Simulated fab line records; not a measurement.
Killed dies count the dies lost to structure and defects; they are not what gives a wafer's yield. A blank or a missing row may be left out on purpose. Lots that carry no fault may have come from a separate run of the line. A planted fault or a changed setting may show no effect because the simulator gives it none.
Lot-split experiment | flow n5-finfet | 7 lots, 21 wafers read, on a route of 1938 steps

ABOUT THE SPLIT
At N5_BEOL_M15_COAT_58 (time 60 s, resist thk 89 nm), the setting spin-rpm was moved away from the recipe's 1500 rpm on 6 of the 21 wafers read, by -11.1% to +10.5%. The other wafers ran this setting at the recipe's value.

FROM THE SPLIT TO THE READING: what the file shows between them, 3 steps
- N5_BEOL_M15_COAT_04: resist thk 800 nm
- N5_BEOL_M15_EBR_06
- N5_BEOL_M15_DESCUM_15: chemistry O2, time 7.9 s

THE READING
etch.depth-nm (the simulator's own value, which no gauge read), in nm, at N5_BEOL_M15_ETCH_59 (etches BARC in N2/H2, target depth 89 nm, overetch 26.7 nm, time 67.9 s). No usual value for it is given in the file. The 15 wafers here that ran the recipe average 89.10 nm, standard deviation 0.23 nm.

wafer  | tool, chamber at the split | spin-rpm as run, rpm | against the recipe | etch.depth-nm, nm | against lot-mates on the recipe
L080.2 | litho-track-03, 0          | 1500                 | recipe             | 89.01             | -
L080.3 | litho-track-03, 0          | 1500                 | recipe             | 88.85             | -
L080.4 | litho-track-03, 0          | 1333                 | -11.1%             | 94.2              | +5.27
L081.1 | litho-track-03, 0          | 1658                 | +10.5%             | 84.57             | -4.48
L081.4 | litho-track-03, 0          | 1658                 | +10.5%             | 84.7              | -4.35
L081.5 | litho-track-03, 0          | 1500                 | recipe             | 89.05             | -
L085.1 | litho-track-02, 0          | 1500                 | recipe             | 88.9              | -
L085.2 | litho-track-02, 0          | 1500                 | recipe             | 88.71             | -
L085.5 | litho-track-02, 0          | 1500                 | recipe             | 88.83             | -
L086.2 | litho-track-03, 0          | 1629                 | +8.6%              | 85.57             | -3.73
L086.4 | litho-track-03, 0          | 1500                 | recipe             | 89.32             | -
L086.6 | litho-track-03, 0          | 1500                 | recipe             | 89.28             | -
L088.3 | litho-track-04, 0          | 1500                 | recipe             | 89.39             | -
L088.4 | litho-track-04, 0          | 1500                 | recipe             | 89.29             | -
L088.5 | litho-track-04, 0          | 1500                 | recipe             | 89.29             | -
L089.3 | litho-track-02, 0          | 1500                 | recipe             | 88.8              | -
L089.4 | litho-track-02, 0          | 1583                 | +5.5%              | 86.46             | -2.48
L089.6 | litho-track-02, 0          | 1500                 | recipe             | 89.08             | -
L097.1 | litho-track-02, 0          | 1500                 | recipe             | 89.39             | -
L097.3 | litho-track-02, 0          | 1500                 | recipe             | 89.29             | -
L097.6 | litho-track-02, 0          | 1600                 | +6.7%              | 86.52             | -2.82

FIT RESULTS
A straight line over all 21 wafers: etch.depth-nm changes by -0.432 nm for each +1% of spin-rpm; r = -0.99; the points scatter about the line by 0.24 nm.
The same after taking each lot's own level away (the mean of its wafers on the recipe; 21 wafers): -0.44 nm for each +1%; r = -1.00; scatter 0.13 nm.
On that fit, the largest move of spin-rpm shifts the reading by 4.9 nm.
Measured against the standard deviation above, the lots' own levels, which go from 88.813 to 89.340 nm, span 2.3 times it.
The two slopes are in agreement: the lot-to-lot level therefore moves the slope only a little.
Check: with one of the wafers moved furthest among these (-11.1%) left out of the fit, the line predicts +4.72 nm for it against its lot-mates. Against them it came out at +5.27 nm.

THE WHOLE CHAIN: every reading that the file lists as answering this split, in the file's order
step                | what it does                                                            | reading                                                                          | change (the file's fit)               | r (the file's)
N5_BEOL_M15_COAT_58 | time 60 s, resist thk 89 nm                                             | BARC_of_BEOL_M15_COAT_58.thk-nm (the simulator's own value, which no gauge read) | -0.44 nm for each +1% of the setting  | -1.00
N5_BEOL_M15_ETCH_59 | etches BARC in N2/H2, target depth 89 nm, overetch 26.7 nm, time 67.9 s | etch.depth-nm (the simulator's own value, which no gauge read)                   | -0.442 nm for each +1% of the setting | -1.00

FILE'S OWN FIT
etch.depth-nm changes by -0.442 nm for each +1% of spin-rpm, r = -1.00.
